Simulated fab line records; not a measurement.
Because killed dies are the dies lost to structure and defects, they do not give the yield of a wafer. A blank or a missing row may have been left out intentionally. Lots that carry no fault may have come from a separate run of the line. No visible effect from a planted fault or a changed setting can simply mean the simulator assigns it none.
Check of tool commonality :: flow nand harc :: 12 lots, 42 wafers sampled

## REASON IT WAS OPENED
At NHARC_P_M1_THK_MEAS_24 the reading thk nm is flagged on 2 of 12 lots. No-fault wafers: 157.9 nm, standard deviation 1.3.
Rule: flag the lot when none of its wafers has a number, or when each of its wafers that has one lies beyond 4 standard deviations from that mean. All remaining lots are regarded as sound.

lot: L667
measured: day 7 13:38
on: film metro-02
thk nm (nm), wafer by wafer: 159.3 159.4 160.7
flag: 

lot: L669
measured: day 8 09:52
on: film metro-01
thk nm (nm), wafer by wafer: 157.6 155.4 156.2
flag: 

lot: L671
measured: day 9 04:58
on: film metro-02
thk nm (nm), wafer by wafer: 156.4 158.0 158.6
flag: 

lot: L672
measured: day 9 17:32
on: film metro-02
thk nm (nm), wafer by wafer: 158.3 156.9 159.5
flag: 

lot: L674
measured: day 10 14:51
on: film metro-02
thk nm (nm), wafer by wafer: 404.7 405.9 400.6 404.0 407.5 401.3
flag: FLAGGED

lot: L675
measured: day 10 18:47
on: film metro-01
thk nm (nm), wafer by wafer: 398.8 405.0 397.5 398.7 404.8 398.3
flag: FLAGGED

lot: L676
measured: day 11 08:29
on: film metro-01
thk nm (nm), wafer by wafer: 156.7 156.4 158.2
flag: 

lot: L679
measured: day 12 11:20
on: film metro-02
thk nm (nm), wafer by wafer: 158.2 157.1 156.5
flag: 

lot: L683
measured: day 14 11:59
on: film metro-01
thk nm (nm), wafer by wafer: 157.6 157.5 158.3
flag: 

lot: L684
measured: day 14 17:46
on: film metro-01
thk nm (nm), wafer by wafer: 155.9 156.2 157.8
flag: 

lot: L685
measured: day 15 06:14
on: film metro-01
thk nm (nm), wafer by wafer: 154.7 157.1 157.2
flag: 

lot: L686
measured: day 15 15:49
on: film metro-01
thk nm (nm), wafer by wafer: 158.5 158.3 158.0
flag: 
Averaged over the flagged lots the numbers come to 402.3 nm, +244.4 nm from the usual (+99 or more standard deviations).

## WHICH TOOL RAN EACH LOT
3 process steps preceding the reading are held in the record, out of 1302 steps in the route. In each cell: the tool, then ch and the chambers that the sampled wafers went through, then the start.
lot: L667
flag: 
NHARC_P_M1_ETCH_28: rie diel-01 ch 1,2, day 7 13:23 or earlier
NHARC_P_M1_PVD_21: pvd sputter-02, day 7 13:23 or earlier
NHARC_P_M1_CMP_23: cmp-02 ch 1,2,3, day 7 13:23

lot: L669
flag: 
NHARC_P_M1_ETCH_28: rie diel-09 ch 0,1,2, day 8 09:35 or earlier
NHARC_P_M1_PVD_21: pvd sputter-01, day 8 09:35 or earlier
NHARC_P_M1_CMP_23: cmp-01 ch 1,2,3, day 8 09:35

lot: L671
flag: 
NHARC_P_M1_ETCH_28: rie diel-09 ch 1,2,3, day 9 04:43 or earlier
NHARC_P_M1_PVD_21: pvd sputter-02, day 9 04:43 or earlier
NHARC_P_M1_CMP_23: cmp-01 ch 0,2,3, day 9 04:43

lot: L672
flag: 
NHARC_P_M1_ETCH_28: rie diel-07 ch 0,1,3, day 9 17:13 or earlier
NHARC_P_M1_PVD_21: pvd sputter-01, day 9 17:13 or earlier
NHARC_P_M1_CMP_23: cmp-02 ch 0,3, day 9 17:13

lot: L674
flag: FLAGGED
NHARC_P_M1_ETCH_28: rie diel-01 ch 1,3, day 10 14:34 or earlier
NHARC_P_M1_PVD_21: pvd sputter-03, day 10 14:34 or earlier
NHARC_P_M1_CMP_23: cmp-02 ch 0,3, day 10 14:34

lot: L675
flag: FLAGGED
NHARC_P_M1_ETCH_28: rie diel-09 ch 0,1,2, day 10 18:30 or earlier
NHARC_P_M1_PVD_21: pvd sputter-02, day 10 18:30 or earlier
NHARC_P_M1_CMP_23: cmp-04 ch 0,1,2, day 10 18:30

lot: L676
flag: 
NHARC_P_M1_ETCH_28: rie diel-09 ch 0,1, day 11 08:11 or earlier
NHARC_P_M1_PVD_21: pvd sputter-02, day 11 08:11 or earlier
NHARC_P_M1_CMP_23: cmp-02 ch 0,3, day 11 08:11

lot: L679
flag: 
NHARC_P_M1_ETCH_28: rie diel-09 ch 0,1,2, day 12 11:05 or earlier
NHARC_P_M1_PVD_21: pvd sputter-01, day 12 11:05 or earlier
NHARC_P_M1_CMP_23: cmp-02 ch 0,2,3, day 12 11:05

lot: L683
flag: 
NHARC_P_M1_ETCH_28: rie diel-07 ch 0,3, day 14 11:43 or earlier
NHARC_P_M1_PVD_21: pvd sputter-01, day 14 11:43 or earlier
NHARC_P_M1_CMP_23: cmp-02 ch 1,2, day 14 11:43

lot: L684
flag: 
NHARC_P_M1_ETCH_28: rie diel-07 ch 1,2,3, day 14 17:29 or earlier
NHARC_P_M1_PVD_21: pvd sputter-03, day 14 17:29 or earlier
NHARC_P_M1_CMP_23: cmp-01 ch 0,1,3, day 14 17:29

lot: L685
flag: 
NHARC_P_M1_ETCH_28: rie diel-07 ch 1,2,3, day 15 05:58 or earlier
NHARC_P_M1_PVD_21: pvd sputter-03, day 15 05:58 or earlier
NHARC_P_M1_CMP_23: cmp-02 ch 0,1, day 15 05:58

lot: L686
flag: 
NHARC_P_M1_ETCH_28: rie diel-09 ch 1,2, day 15 15:29 or earlier
NHARC_P_M1_PVD_21: pvd sputter-02, day 15 15:29 or earlier
NHARC_P_M1_CMP_23: cmp-04 ch 0,1, day 15 15:29
What these steps do:
- NHARC_P_M1_ETCH_28: etches the open film in CF4/N2, target depth 30 nm, time 72.99 s.
- NHARC_P_M1_PVD_21: deposits Cu, target thk 30 nm, time 20.49 s.
- NHARC_P_M1_CMP_23: polishes, t overpolish 20 s, target thk 157.82 nm.
- NHARC_P_M1_THK_MEAS_24: measures by xrf.

## FLAGGED OVER TOTAL, TOOL BY TOOL (the gauges that took the reading come last)
step: NHARC_P_M1_ETCH_28
tool: rie diel-01
lots run: 2
flagged: 1
share of the flagged lots: some
sound lots run after its first flagged lot: 0

step: NHARC_P_M1_ETCH_28
tool: rie diel-07
lots run: 4
flagged: 0
share of the flagged lots: none
sound lots run after its first flagged lot: -

step: NHARC_P_M1_ETCH_28
tool: rie diel-09
lots run: 6
flagged: 1
share of the flagged lots: some
sound lots run after its first flagged lot: 3 (L676,L679,L686)

step: NHARC_P_M1_PVD_21
tool: pvd sputter-01
lots run: 4
flagged: 0
share of the flagged lots: none
sound lots run after its first flagged lot: -

step: NHARC_P_M1_PVD_21
tool: pvd sputter-02
lots run: 5
flagged: 1
share of the flagged lots: some
sound lots run after its first flagged lot: 2 (L676,L686)

step: NHARC_P_M1_PVD_21
tool: pvd sputter-03
lots run: 3
flagged: 1
share of the flagged lots: some
sound lots run after its first flagged lot: 2 (L684,L685)

step: NHARC_P_M1_CMP_23
tool: cmp-01
lots run: 3
flagged: 0
share of the flagged lots: none
sound lots run after its first flagged lot: -

step: NHARC_P_M1_CMP_23
tool: cmp-02
lots run: 7
flagged: 1
share of the flagged lots: some
sound lots run after its first flagged lot: 4 (L676,L679,L683,L685)

step: NHARC_P_M1_CMP_23
tool: cmp-04
lots run: 2
flagged: 1
share of the flagged lots: some
sound lots run after its first flagged lot: 1 (L686)

step: NHARC_P_M1_THK_MEAS_24
tool: film metro-01
lots run: 7
flagged: 1
share of the flagged lots: some
sound lots run after its first flagged lot: 5 (L676,L683,L684,L685,L686)

step: NHARC_P_M1_THK_MEAS_24
tool: film metro-02
lots run: 5
flagged: 1
share of the flagged lots: some
sound lots run after its first flagged lot: 1 (L679)
NHARC_P_M1_ETCH_28: start missing for some lots; hours and lot order therefore follow NHARC_P_M1_CMP_23. NHARC_P_M1_PVD_21: start missing for some lots; hours and lot order therefore follow NHARC_P_M1_CMP_23.

## WHAT THE TABLE ALLOWS
No row of the table ran every flagged lot.

## WHAT THE SIMULATOR HAD PUT IN
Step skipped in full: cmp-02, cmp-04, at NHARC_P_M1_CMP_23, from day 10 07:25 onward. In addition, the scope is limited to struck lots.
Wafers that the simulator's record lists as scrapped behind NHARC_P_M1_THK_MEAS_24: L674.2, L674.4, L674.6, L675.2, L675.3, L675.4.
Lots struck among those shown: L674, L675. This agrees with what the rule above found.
